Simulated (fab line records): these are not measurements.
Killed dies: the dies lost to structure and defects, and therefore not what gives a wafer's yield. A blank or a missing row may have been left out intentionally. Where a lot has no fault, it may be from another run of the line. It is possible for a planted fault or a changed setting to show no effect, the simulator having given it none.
Chamber matching / flow nand harc / 4 sister chambers for NHARC_P_CONTACT_ALD_22 on ald metal-04
The step deposits TiN, target thk 3 nm, pulse time 1 s, ald cycles 150. 4 wafers are shown with their chamber, then 12 later ones without.

== WAFERS WITH THEIR CHAMBER ==
wafer=L089.6; chamber=1; heater power w (W)=1174
wafer=L090.1; chamber=0; heater power w (W)=1127
wafer=L090.2; chamber=3; heater power w (W)=1033
wafer=L090.6; chamber=2; heater power w (W)=1252

== WAFERS MISSING THEIR CHAMBER ==
wafer=L091.2; heater power w (W)=1049
wafer=L091.3; heater power w (W)=1170
wafer=L091.6; heater power w (W)=1121
wafer=L094.1; heater power w (W)=1123
wafer=L094.2; heater power w (W)=1151
wafer=L094.5; heater power w (W)=1090
wafer=L097.1; heater power w (W)=1200
wafer=L097.3; heater power w (W)=1118
wafer=L097.4; heater power w (W)=1218
wafer=L097.2; heater power w (W)=1100
wafer=L097.5; heater power w (W)=1214
wafer=L097.6; heater power w (W)=1239

== EACH ONE'S CHAMBER ==
wafer=L091.2; from the rows above=3; in truth=3
wafer=L091.3; from the rows above=can't be placed: 1 or 0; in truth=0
wafer=L091.6; from the rows above=0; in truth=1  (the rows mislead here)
wafer=L094.1; from the rows above=0; in truth=0
wafer=L094.2; from the rows above=can't be placed: 1 or 0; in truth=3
wafer=L094.5; from the rows above=can't be placed: 0 or 3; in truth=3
wafer=L097.1; from the rows above=can't be placed: 1 or 2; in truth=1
wafer=L097.3; from the rows above=0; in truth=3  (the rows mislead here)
wafer=L097.4; from the rows above=can't be placed: 2 or 1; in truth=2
wafer=L097.2; from the rows above=can't be placed: 0 or 3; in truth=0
wafer=L097.5; from the rows above=can't be placed: 2 or 1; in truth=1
wafer=L097.6; from the rows above=2; in truth=2
Correct placement for 3 of the 12. Unplaceable from these rows: 7, with the true chamber sitting among the candidates in 6. 2 placed wrongly.
How it was worked out, from the rows above alone: a wafer's distance from a chamber is the root of the sum, over the readings, of the square of ((its reading less the chamber's mean) divided by the reading's scatter). If the next closest chamber is less than 2 further off than the closest, the wafer can't be placed; otherwise it belongs to the closest. The mean given for a chamber averages the wafers shown for that chamber. The scatter: with one shown wafer a chamber, the root of the mean of the squares of how far each hidden wafer lies from its nearest shown one.
